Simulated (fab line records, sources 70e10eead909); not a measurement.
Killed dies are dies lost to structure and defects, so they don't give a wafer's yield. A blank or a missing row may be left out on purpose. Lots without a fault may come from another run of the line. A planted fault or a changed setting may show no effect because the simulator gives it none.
Problem report in the 8D (eight disciplines) form, filled by code | flow nand_harc | the parts of the form that need people (team, actions taken, sign-off) are left out

1. THE PROBLEM
oes_product_au at NHARC_P_M1_ETCH_28 reads a mean of 0.812 a.u. on 9 wafers of 3 lots; wafers without a fault read 1.002 a.u. with a standard deviation of 0.0084. That is -23 standard deviations from the usual mean.
The step: etches the open film in CF4/N2, target depth 30 nm, time 72.99 s.
First seen on wafer L526.2, day 9 23:25, on rie_diel-09. The record holds 45 wafers of 15 lots with a number at this step. Rule for "out", or "out of limits": more than 4 standard deviations from the usual mean. The other wafers with a number count as sound.

2. WHAT IT IS AND WHAT IT IS NOT
question                    | is                     | is not
which readings at this step | oes_product_au         | drypump_motor_current_A, rf_vpp_V, showerhead_plenum_p_Torr
which lots                  | L526, L527, L528       | L517, L518, L519, L521, L523, L524, L535, L536, L537, L538, L539, L540
which wafers of those lots  | all that have a number | -
read on which tools         | rie_diel-09            | rie_diel-12
when                        | from day 9 23:25       | up to then (18 sound wafers); but 18 sound wafers of L535, L536, L537, L538, L539, L540 came after

3. SUSPECTS, AND WHAT RULES EACH OUT
Counting: a tool at a process step up to the reading stays a suspect if it ran every lot that is out and no sound lot after the first of them.
- rie_diel-09 at NHARC_P_M1_ETCH_28 (etches the open film in CF4/N2, target depth 30 nm, time 72.99 s): ruled out as a lasting fault. Sound lots L539, L540 ran on it after its first lot that is out, L526 (day 9 23:25).
Left after counting: nothing in the record.

4. THE CAUSE (what the simulator had put in)
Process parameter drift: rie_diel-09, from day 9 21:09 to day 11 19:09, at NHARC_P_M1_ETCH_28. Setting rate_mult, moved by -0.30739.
Counting ruled it out, wrongly.

5. THE CHAIN OF EFFECTS, in route order
Each row: a reading whose mean over the struck wafers that have a number lies more than 3 standard deviations from the usual. Only readings for which the record gives a usual standard deviation are gone through. hours: the time from each lot's start at the first step in this table that gives one to its start at this step, as a median over the lots. sigmas: the change in usual standard deviations.
hours | step               | reading        | usual      | on struck wafers | change | sigmas
0     | NHARC_P_M1_ETCH_28 | oes_product_au | 1.002 a.u. | 0.812            | -0.190 | -23
The process steps in it:
- NHARC_P_M1_ETCH_28: etches the open film in CF4/N2, target depth 30 nm, time 72.99 s.

6. WHAT WOULD HAVE CAUGHT IT SOONER
In this record the first reading out of limits was taken at day 9 23:25, 2 hours after the fault began at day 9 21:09.
